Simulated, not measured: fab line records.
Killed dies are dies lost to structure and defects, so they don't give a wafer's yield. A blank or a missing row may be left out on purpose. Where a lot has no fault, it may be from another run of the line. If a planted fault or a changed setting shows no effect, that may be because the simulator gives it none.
Struck lot and sound lot, side by side -- flow n5 finfet -- 40 out of 1938 route steps
Sound: wafers L746.1, L746.4, L746.6. Struck: wafer L751.5 (left out: L751.2, L751.6 of the same lot, which were not struck); the cause appears at the end.
Per side, at each step with rows, come the tool, then ch with its chambers, and then its first start. Under that, the readings that differ: sound wafers -- struck wafers -- difference of the means -- sigmas: that difference in standard deviations of wafers without a fault.
alike: words and numbers the same on both sides, and readings whose means are apart by under 2 such deviations; not compared: readings that were withheld, readings missing a value for some wafer, numbers with overlapping values and no deviation given by the record, and bounds like >300 which may hide the same value.
The two part at a step that has a row with sigmas, a row that says differs or no value, or rows on one side only. Numbers that have no deviation but don't overlap get no sigmas and don't part them. Lack of a reading on every wafer of one side parts them only where that side has two or more wafers.

first, 12 steps without rows for these wafers: N5_HKMG_FIN_WET_ETCH_18 (etches TiN in SC1, time 55 s, target depth 5.2 nm, rinse time 30 s); N5_HKMG_FIN_STRIP_19 (strips in N2/H2, time 360 s); N5_HKMG_FIN_ALD_91 (deposits TiN, target thk 1 nm, pulse time 1 s, purge time 3 s); N5_HKMG_FIN_COAT_85 (time 60 s, resist thk 300 nm); N5_HKMG_FIN_ETCH_86 (etches SOC in N2/H2, stops on TiN, target depth 393.2 nm); N5_HKMG_FIN_STRIP_89 (strips SOC in N2/H2, time 20 s); N5_HKMG_FIN_WET_ETCH_87 (etches TiN in SC1, time 154.2 s, target depth 4.7 nm, rinse time 30 s); N5_HKMG_FIN_STRIP_88 (strips in N2/H2, time 360 s); N5_HKMG_FIN_NWFM_ALD_20 (deposits TiAlC, target thk 2 nm, pulse time 3 s, purge time 2 s); N5_HKMG_FIN_ALD_71 (deposits TiN, target thk 1 nm, pulse time 1 s, purge time 3 s); N5_HKMG_FIN_COAT_66 (time 60 s, resist thk 300 nm); N5_HKMG_FIN_ETCH_67 (etches SOC in N2/H2, stops on TiN, target depth 388.9 nm).
N5_HKMG_FIN_STRIP_90: strips SOC in N2/H2, time 20 s.
  sound on rie diel-02 ch 1,3, day 6 01:52; struck on rie diel-02 ch 1, day 7 12:57
  alike: drypump motor current A, n2 flow sccm, oes product au, rf vpp V, showerhead plenum p Torr, throttle valve pct
  not compared: rf hours counter h
then, 26 steps without rows for these wafers: N5_HKMG_FIN_WET_ETCH_73 (etches the open film in SC1, time 42.3 s, target depth 1.3 nm, rinse time 30 s); N5_HKMG_FIN_ETCHBACK_68 (etches the open film in Cl2/Ar, stops on HfO2, target depth 0.5 nm); N5_HKMG_FIN_STRIP_69 (strips in N2/H2, time 360 s); N5_HKMG_FIN_ALD_21 (deposits TiN, target thk 1.5 nm, pulse time 1 s, purge time 3 s); N5_HKMG_FIN_ALD_72 (deposits W, target thk 2 nm, pulse time 1 s, purge time 2 s); N5_HKMG_FIN_W_FILL_22 (material W, target thk 60 nm, time 18.2 s); N5_HKMG_FIN_PRECLEAN_83 (cleans in DIW, time 57.5 s); N5_HKMG_FIN_SRD_84 (dry time 32 s); N5_HKMG_FIN_CMP_23 (polishes, stops on SiNx, t overpolish 10 s, target thk 46.326 nm); N5_HKMG_FIN_CMP_94 (polishes, stops on SiNx, t overpolish 4.7 s, target thk 43.299 nm); N5_GATE_CUT_ETCHBACK_00 (etches W in SF6/Cl2); N5_GATE_CUT_ETCH_56 (etches TiN in Cl2/Ar, target depth 21.6 nm); N5_GATE_CUT_ETCHBACK_30 (etches TiN in Cl2/Ar, target depth 3 nm); N5_GATE_CUT_VAPOR_ETCH_60 (etches HfO2 in BCl3/Cl2); N5_GATE_CUT_ETCH_58 (etches SiNx in CH3F/O2, target depth 17 nm, time 128.6 s); N5_GATE_CUT_STRIP_59 (strips in N2/H2, time 20 s); N5_GATE_CUT_PRECLEAN_31 (cleans in DIW, time 300 s); N5_GATE_CUT_SRD_32 (time 30 s); N5_GATE_CUT_SAC_CAP_01 (material SiNx, target thk 24 nm, pulse time 1 s, ald cycles 480); N5_GATE_CUT_PECVD_57 (deposits SiNx from SiH4/NH3/N2, target thk 21 nm); N5_GATE_CUT_CMP_02 (polishes, stops on SiO2, t overpolish 12.7 s, target thk 0 nm); N5_GATE_CUT_HM_DEP_46 (deposits SiO2 from TEOS/O2, target thk 130 nm, time 26.6 s); N5_GATE_CUT_COAT_34 (time 60 s, resist thk 60 nm); N5_GATE_CUT_COAT_35 (time 60 s, resist thk 10 nm); N5_GATE_CUT_COAT_27 (time 60 s, resist thk 10 nm); N5_GATE_CUT_COAT_07 (resist thk 30 nm).
-- a jump in the record: the struck wafers' starts before and after are 8 days apart (it breaks off in module GATE_CUT and resumes in module PASSIVATION, where the first step shown is number 1936 of the route) --
N5_PASSIVATION_PROBE_49:
  record: rows for the struck wafers here (prober-01, day 15 11:01), none for the sound ones

WHERE THEY PART
Only at N5_PASSIVATION_PROBE_49, as far as this record shows.

WHY: the cause the simulator had injected
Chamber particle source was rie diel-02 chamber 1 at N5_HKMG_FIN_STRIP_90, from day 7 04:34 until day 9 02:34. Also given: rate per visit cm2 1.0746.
